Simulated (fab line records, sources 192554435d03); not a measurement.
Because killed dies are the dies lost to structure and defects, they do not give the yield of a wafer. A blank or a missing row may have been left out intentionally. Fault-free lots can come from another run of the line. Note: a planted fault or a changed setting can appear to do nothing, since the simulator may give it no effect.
Matching of chambers | flow n5Finfet | N5_BEOL_M0_SAQP_ETCH_49 on rieDiel-03 has 4 sister chambers
The step etches SiO2 in CF4/O2, target depth 37 nm. 18 wafers are shown with their chamber, then 9 later ones without.

== WAFERS WITH THEIR CHAMBER ==
wafer  | chamber | drypumpMotorCurrentA (A) | throttleValvePct (%) | showerheadPlenumPTorr (Torr)
L074.3 | 1       | 6.1                      | 15.94                | 2.30
L074.4 | 3       | 6.5                      | 15.95                | 2.09
L074.5 | 1       | 6.1                      | 15.92                | 2.30
L079.1 | 1       | 6.1                      | 15.95                | 2.30
L079.4 | 0       | 5.1                      | 15.74                | 2.12
L079.6 | 2       | 5.5                      | 15.98                | 2.20
L078.1 | 1       | 6.1                      | 15.92                | 2.30
L078.4 | 2       | 5.5                      | 15.97                | 2.20
L078.5 | 2       | 5.5                      | 15.97                | 2.20
L083.4 | 2       | 5.4                      | 15.98                | 2.20
L083.5 | 3       | 6.4                      | 15.47                | 2.34
L083.6 | 0       | 5.1                      | 15.78                | 2.12
L084.2 | 3       | 6.4                      | 15.46                | 2.34
L084.4 | 0       | 5.1                      | 15.75                | 2.12
L084.5 | 3       | 6.4                      | 15.48                | 2.34
L087.1 | 1       | 6.1                      | 15.96                | 2.29
L087.2 | 3       | 6.4                      | 15.48                | 2.34
L087.6 | 0       | 5.2                      | 15.74                | 2.12

SIGNATURES (averages over the wafers above)
reading               | chamber 0 | chamber 1 | chamber 2 | chamber 3 | scatter within a chamber
drypumpMotorCurrentA  | 5.125     | 6.100     | 5.475     | 6.420     | 0.0405
throttleValvePct      | 15.7525   | 15.9380   | 15.9750   | 15.5680   | 0.115
showerheadPlenumPTorr | 2.1200    | 2.2980    | 2.2000    | 2.2900    | 0.0598
Rule: a wafer lies at a distance from a chamber equal to the root of the sum of squares, over the readings, of (its reading less the chamber's mean, divided by the reading's scatter). If the next closest chamber is less than 2 further off than the closest, the wafer can't be placed; otherwise it belongs to the closest. The scatter is the square root of a quotient: the sum, over the shown wafers, of each reading's squared deviation from its chamber's mean, divided by wafers minus chambers.

== WAFERS WHOSE CHAMBER IS MISSING ==
wafer  | drypumpMotorCurrentA (A) | throttleValvePct (%) | showerheadPlenumPTorr (Torr)
L088.1 | 6.1                      | 15.97                | 2.29
L088.4 | 5.5                      | 15.99                | 2.19
L088.6 | 5.4                      | 16.01                | 2.19
L089.2 | 6.1                      | 15.96                | 2.29
L089.3 | 5.4                      | 15.99                | 2.19
L089.5 | 6.4                      | 15.48                | 2.34
L097.2 | 5.5                      | 16.04                | 2.19
L097.3 | 5.1                      | 15.79                | 2.11
L097.4 | 6.4                      | 15.51                | 2.33

== WHICH CHAMBER EACH WENT THROUGH ==
wafer  | from the rows above | in truth
L088.1 | 1                   | 1
L088.4 | 2                   | 2
L088.6 | 2                   | 2
L089.2 | 1                   | 1
L089.3 | 2                   | 2
L089.5 | 3                   | 3
L097.2 | 2                   | 2
L097.3 | 0                   | 0
L097.4 | 3                   | 3
Correct placement for 9 of the 9. Not placeable from these rows: 0. Number placed wrongly: 0.
